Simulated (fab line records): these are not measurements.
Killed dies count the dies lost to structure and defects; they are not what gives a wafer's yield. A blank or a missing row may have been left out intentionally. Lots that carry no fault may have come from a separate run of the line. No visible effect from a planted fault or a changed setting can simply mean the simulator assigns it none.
fab line records -- flow nandHarc
[record] lots = 7, wafers = 20, lastDay = 32
route steps=1302 shown A_DECK1_JOINT@533 A_ONON_D2@545
lots that met no fault: from a run of the same line without faults
startH: hours from the record's first day to the start of the lot's first wafer shown -- waitH: hours from the lot's prior step to this one -- " repeats the value in the row above -- L1.1+2: one row covering several wafers at once -- - no value present, or no start provided -- * or withheld: withheld -- < > ~ a bound
route shown NAME@n: NAME is a module with steps in the file, n the number in the route of the first one -- usual: average and standard deviation across the fault-free wafers -- same: alike in all rows -- chamber/n: place in a boat -- sites: each site's reading -- _std_site: standard deviation across them -- _edge_site: the outer-site mean with the inner-site mean subtracted -- radiusMm: for every site, how far away it sits from the centre of the wafer -- mask NAME#n: copy n -- behind: the most recent tool/chamber to have shaped the wafer -- hold: why the lot went on hold/how many hours it stayed there/how the hold came to an end -- device: the n, p or np transistor that did not switch -- end of line: tests run on the same wafers once the route is complete -- a step with no rows: only its recipe -- killed: the dies lost at the first sort to structure and to defects; this is not the yield of the wafer -- map: a wafer's dies, x killed, . not, _ none there
set.NAME: the setting the step ran with; set.NAME@STEP: the setting that earlier step ran with -- model.NAME: the simulator's own value behind a step, which no gauge read
a table for each step, a row for each wafer; lots at some steps of the route
services: the hour from which a tool's chamber was out of use, counted from the record's first day as startH (under 0 if before that day), plus the number of hours and why
[[steps]]
[step NHARC_A_DECK1_JOINT_CVD_34]
[recipe] targetThkA = 200, tempC = 700, pressureMtorr = 300, material = SiNx
[step NHARC_A_DECK1_JOINT_DEP_06]
[recipe] targetThkA = 800, tempC = 65, material = SiOx
[step NHARC_A_DECK1_JOINT_CURE_26]
[recipe] tempC = 150, timeS = 32, pressureAtm = 0.395
[step NHARC_A_DECK1_JOINT_ANNEAL_27]
[recipe] tempC = 400, timeS = 3600, idleTempC = 300, rampUpCPerMin = 10, densificationPH2oTorr = 640
[step NHARC_A_DECK1_JOINT_ANNEAL_28]
[recipe] tempC = 500, timeS = 1800, idleTempC = 400, rampUpCPerMin = 10, densificationPH2oTorr = 640
[step NHARC_A_DECK1_JOINT_ANNEAL_29]
[recipe] tempC = 750, timeS = 1800, idleTempC = 500, rampUpCPerMin = 10, rampDownCPerMin = 3
[step NHARC_A_DECK1_JOINT_CMP_02]
[recipe] material = SiOx
[usual] motorCurrentA = 12.7/1.4, padLifeWafers = 170/96
lot.wafer,tool,chamber,startH,waitH,motorCurrentA,padLifeWafers
L248.2,cmp-04,0,287.87,0.4,15.6,222
L248.1,cmp-04,1,287.87,0.4,13.8,223
L248.6,cmp-04,1,287.87,0.4,12.9,-
L254.2,cmp-01,2,364.77,0.4,10.5,306
L254.5,cmp-01,2,364.77,0.4,11.2,-
L255.3,cmp-04,2,380.72,0.4,12.6,265
L255.1,cmp-04,0,380.72,0.4,15.3,267
L255.5,cmp-04,1,380.72,0.4,13.0,-
L257.4,cmp-02,2,403.27,0.4,11.0,234
L257.2,cmp-02,0,403.27,0.4,10.6,236
L257.1,cmp-02,1,403.27,0.4,13.1,237
L260.4,cmp-01,0,408.84,0.4,12.9,72
L260.1,cmp-01,1,408.84,0.4,13.7,73
L260.2,cmp-01,2,408.84,0.4,10.9,74
L264.4,cmp-04,0,456.43,0.5,14.6,150
L264.3,cmp-04,3,456.43,0.5,14.2,153
L264.5,cmp-04,0,456.43,0.5,14.5,-
L267.1,cmp-01,3,485.29,0.4,11.4,0
L267.4,cmp-01,2,485.29,0.4,11.2,3
L267.6,cmp-01,3,485.29,0.4,11.3,-
[step NHARC_A_DECK1_JOINT_SRD_15]
[step NHARC_A_DECK1_JOINT_DEP_16]
[recipe] targetThkA = 450, tempC = 400, pressureTorr = 6.5, rfW = 900, teosFlowSccm = 161.4, flowSccm = 2650, targetThkNm = 45, gas = O2, material = SiO2
[usual] heaterPowerW = 591/83, throttleValvePct = 15.7/0.59
lot.wafer,tool,chamber,startH,waitH,heaterPowerW,throttleValvePct
L248.2,pecvd-03,1,288.26,0.1,546,14.9
L248.1,pecvd-03,2,288.26,0.1,537,15.4
L248.6,pecvd-03,0,288.26,0.1,558,16.2
L254.2,pecvd-01,2,365.19,0.1,727,15.9
L254.5,pecvd-01,1,365.19,0.1,460,15.8
L255.1,pecvd-02,2,381.11,0.1,702,15.0
L255.3,pecvd-02,0,381.11,0.1,667,16.5
L255.5,pecvd-02,0,381.11,0.1,690,16.3
L257.2,pecvd-02,0,403.66,0.1,632,16.5
L257.1,pecvd-02,2,403.66,0.1,746,15.0
L257.4,pecvd-02,2,403.66,0.1,753,15.5
L260.2,pecvd-03,1,409.24,0.1,560,14.4
L260.1,pecvd-03,0,409.24,0.1,586,15.7
L260.4,pecvd-03,1,409.24,0.1,561,14.6
L264.3,pecvd-02,1,456.87,0.1,524,15.9
L264.4,pecvd-02,2,456.87,0.1,721,15.4
L264.5,pecvd-02,0,456.87,0.1,544,16.5
L267.1,pecvd-02,1,485.72,0.1,690,16.1
L267.4,pecvd-02,0,485.72,0.1,630,16.5
L267.6,pecvd-02,2,485.72,0.1,619,15.3
[step NHARC_A_DECK1_JOINT_THK_MEAS_17]
[recipe] thkMeasGauge = ellipsometry
[usual] thkNm = 44.7/1.2
lot.wafer,tool,chamber,startH,waitH,thkNm
L248.1,filmMetro-01,-,288.54,0.2,44.3
L248.2,filmMetro-01,-,288.54,0.2,46.1
L248.6,filmMetro-01,-,288.54,0.2,44.8
L254.2,filmMetro-02,-,365.44,0.2,44.8
L254.5,filmMetro-02,-,365.44,0.2,45.6
L255.1,filmMetro-01,-,381.36,0.2,43.2
L255.3,filmMetro-01,-,381.36,0.2,43.7
L255.5,filmMetro-01,-,381.36,0.2,43.3
L257.1,filmMetro-01,-,403.94,0.2,44.3
L257.2,filmMetro-01,-,403.94,0.2,43.9
L257.4,filmMetro-01,-,403.94,0.2,46.0
L260.1,filmMetro-02,-,409.52,0.2,41.1
L260.2,filmMetro-02,-,409.52,0.2,46.0
L260.4,filmMetro-02,-,409.52,0.2,44.0
L264.3,filmMetro-01,-,457.10,0.2,44.7
L264.4,filmMetro-01,-,457.10,0.2,44.6
L264.5,filmMetro-01,-,457.10,0.2,43.5
L267.1,filmMetro-01,-,485.97,0.2,44.8
L267.4,filmMetro-01,-,485.97,0.2,44.3
L267.6,filmMetro-01,-,485.97,0.2,44.7
[step NHARC_A_DECK1_JOINT_INSPECT_05]
[usual] rawDefectCount = 317/130
lot.wafer,tool,chamber,startH,waitH,rawDefectCount
L248.1,defectInspect-01,-,288.57,0.0,175
L248.2,defectInspect-01,-,288.57,0.0,209
L248.6,defectInspect-01,-,288.57,0.0,180
L254.2,defectInspect-02,-,365.47,0.0,377
L254.5,defectInspect-02,-,365.47,0.0,572
L255.1,defectInspect-02,-,381.39,0.0,345
L255.3,defectInspect-02,-,381.39,0.0,259
L255.5,defectInspect-02,-,381.39,0.0,436
L257.1,defectInspect-02,-,403.97,0.0,258
L257.2,defectInspect-02,-,403.97,0.0,250
L257.4,defectInspect-02,-,403.97,0.0,372
L260.1,defectInspect-02,-,409.56,0.0,519
L260.2,defectInspect-02,-,409.56,0.0,622
L260.4,defectInspect-02,-,409.56,0.0,607
L264.3,defectInspect-02,-,457.13,0.0,288
L264.4,defectInspect-02,-,457.13,0.0,290
L264.5,defectInspect-02,-,457.13,0.0,303
L267.1,defectInspect-02,-,486.00,0.0,327
L267.4,defectInspect-02,-,486.00,0.0,381
L267.6,defectInspect-02,-,486.00,0.0,380
[step NHARC_A_ONON_D2_DEP_00]
[recipe] targetThkA = 10000, n2FlowSccm = 2750, n2oFlowSccm = 2000, nh3FlowSccm = 500, sih4FlowSccm = 210, tempC = 400
lot.wafer,tool,chamber,startH,waitH
L248.1+2+6,pecvdOnon-01,0,288.64,0.1
L254.2+5,pecvdOnon-01,0,365.60,0.1
L255.1+3+5,pecvdOnon-01,0,381.46,0.1
L257.1+2+4,pecvdOnon-01,0,404.04,0.1
L260.1+2+4,pecvdOnon-04,0,409.74,0.2
L264.3+4+5,pecvdOnon-04,0,457.31,0.2
L267.1+4+6,pecvdOnon-03,0,486.07,0.1
[step NHARC_A_ONON_D2_THK_MEAS_02]
[recipe] thkMeasGauge = ellipsometry
[usual] thkNm = 1000/12
lot.wafer,tool,chamber,startH,waitH,thkNm
L248.1,filmMetro-01,-,289.15,-,987
L248.2,filmMetro-01,-,289.15,-,985
L248.6,filmMetro-01,-,289.15,-,985
L254.2,filmMetro-01,-,366.05,-,588
L254.5,filmMetro-01,-,366.05,-,590
L255.1,filmMetro-01,-,381.97,-,1022
L255.3,filmMetro-01,-,381.97,-,1023
L255.5,filmMetro-01,-,381.97,-,612
L257.1,filmMetro-01,-,404.55,-,1011
L257.2,filmMetro-01,-,404.55,-,602
L257.4,filmMetro-01,-,404.55,-,1011
L260.1,filmMetro-02,-,410.25,-,1002
L260.2,filmMetro-02,-,410.25,-,1002
L260.4,filmMetro-02,-,410.25,-,1001
L264.3,filmMetro-02,-,457.71,-,978
L264.4,filmMetro-02,-,457.71,-,980
L264.5,filmMetro-02,-,457.71,-,980
L267.1,filmMetro-01,-,486.58,-,988
L267.4,filmMetro-01,-,486.58,-,988
L267.6,filmMetro-01,-,486.58,-,988
[step NHARC_A_ONON_D2_DEP_03]
[recipe] targetThkA = 10000, n2FlowSccm = 2750, n2oFlowSccm = 2000, nh3FlowSccm = 500, sih4FlowSccm = 210, tempC = 400
[[services]]
tool,chamber,startH,hours,kind
cmp-04,-,265.50,13.8,repair
pecvdOnon-01,-,269.30,13.0,pm
cmp-01,-,272.17,1.2,repair
pecvd-03,2,272.93,10.0,repair
cmp-01,-,281.70,2.6,repair
cmp-01,-,284.34,4.0,pm
cmp-04,-,307.00,4.0,pm
pecvdOnon-04,-,311.00,13.0,pm
cmp-04,-,317.53,0.7,repair
cmp-02,-,330.58,4.0,pm
pecvd-02,1,357.51,8.4,repair
pecvd-03,-,366.00,13.0,pm
pecvdOnon-03,-,368.88,3.4,repair
cmp-02,-,381.94,2.6,repair
cmp-01,-,382.34,4.0,pm
pecvd-02,0,392.59,10.8,repair
cmp-04,-,405.00,4.0,pm
pecvd-02,-,408.30,13.0,pm
cmp-04,-,425.72,0.6,repair
cmp-01,-,429.96,1.1,repair
pecvdOnon-01,-,450.30,13.0,pm
cmp-01,-,469.06,0.6,repair
pecvd-02,-,480.12,1.7,repair
cmp-01,-,480.34,4.0,pm
[[key]]
[firstSign] step = NHARC_A_ONON_D2_THK_MEAS_02, reading = thkNm, direction = down, sigmas = 34, usual = 1000, struck = 598
effect none on later readings
metAt NHARC_A_ONON_D2_DEP_00
struckWafers L254.2,L254.5,L255.5,L257.2
laterRowsLeftOut L254.2,L254.5,L255.5,L257.2
sortLeftOut L254.2,L254.5,L255.5,L257.2
testerLeftOut L254,L255,L257
onsetBetween 288.64 365.60
[fault] kind = processParameterDrift, tool = pecvdOnon-01, chamber = -, onsetH = 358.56, steps = NHARC_A_ONON_D2_DEP_00, channel = targetThkA, offset = *, shape = step, endH = 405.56, scope = struckWafersOnly, actsIn = *, stated = *
// testerLeftOut: of these lots the tester's yield and bins aren't shown, on N5 and GAA mostly nor the transistor test; their killed dies are dies lost to structure and defects alone, not to doping, threshold or leakage, so they don't give the yield
// sortLeftOut: the simulated sort isn't trusted on such a fault, so these wafers' sort isn't shown, and their yield isn't known
// laterRowsLeftOut: the simulator's readings of these wafers behind a module that went badly wrong aren't trusted and aren't shown, but for the sort
